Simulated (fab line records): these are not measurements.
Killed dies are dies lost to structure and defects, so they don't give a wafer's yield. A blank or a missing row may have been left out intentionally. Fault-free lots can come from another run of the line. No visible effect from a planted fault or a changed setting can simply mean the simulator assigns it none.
Matching of chambers ; flow nand-harc ; pecvd-01 running NHARC_A_BONDPAD_DEP_00: 3 sister chambers
The step deposits SiCN, target thk 250 nm. 6 wafers are shown with their chamber, then 12 later ones without.

== WAFERS PAIRED WITH THEIR CHAMBERS ==
wafer;chamber;heater-power-w (W);rf-fwd-power-W (W)
L084.4;1;685;450.4
L084.5;2;545;447.9
L086.4;1;565;446.3
L085.1;2;508;447.2
L085.3;0;666;450.3
L085.6;0;662;450.7

== WAFERS WHOSE CHAMBER IS MISSING ==
wafer;heater-power-w (W);rf-fwd-power-W (W)
L090.3;564;452.8
L090.5;585;449.4
L090.6;478;453.4
L089.2;524;449.2
L089.3;578;446.4
L089.4;659;448.2
L091.3;662;447.4
L091.4;503;451.1
L091.5;658;445.5
L096.1;534;450.1
L096.3;629;448.3
L096.4;538;450.5

== WHICH CHAMBER EACH ONE RAN IN ==
wafer;from the rows above;in truth
L090.3;can't be placed: 0 or 1 or 2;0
L090.5;can't be placed: 1 or 2 or 0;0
L090.6;can't be placed: 2 or 0 or 1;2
L089.2;can't be placed: 2 or 1 or 0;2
L089.3;can't be placed: 2 or 1 or 0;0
L089.4;can't be placed: 1 or 0 or 2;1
L091.3;can't be placed: 1 or 0 or 2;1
L091.4;can't be placed: 2 or 1 or 0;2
L091.5;can't be placed: 1 or 2 or 0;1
L096.1;can't be placed: 2 or 1 or 0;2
L096.3;can't be placed: 1 or 0 or 2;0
L096.4;can't be placed: 2 or 1 or 0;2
Placed correctly: 0 of 12. From these rows, 12 cannot be placed; in 12 the true chamber is one of the candidates. Wrongly placed: 0.
How it was worked out, from the rows above alone: a wafer's distance from a chamber is the root of the sum, over the readings, of the square of ((its reading less the chamber's mean) divided by the reading's scatter). If the next closest chamber is less than 2 further off than the closest, the wafer can't be placed; otherwise it belongs to the closest. For every chamber, the mean is computed from those of its wafers that are shown. The scatter is the square root of a quotient: the sum, over the shown wafers, of each reading's squared deviation from its chamber's mean, divided by wafers minus chambers.
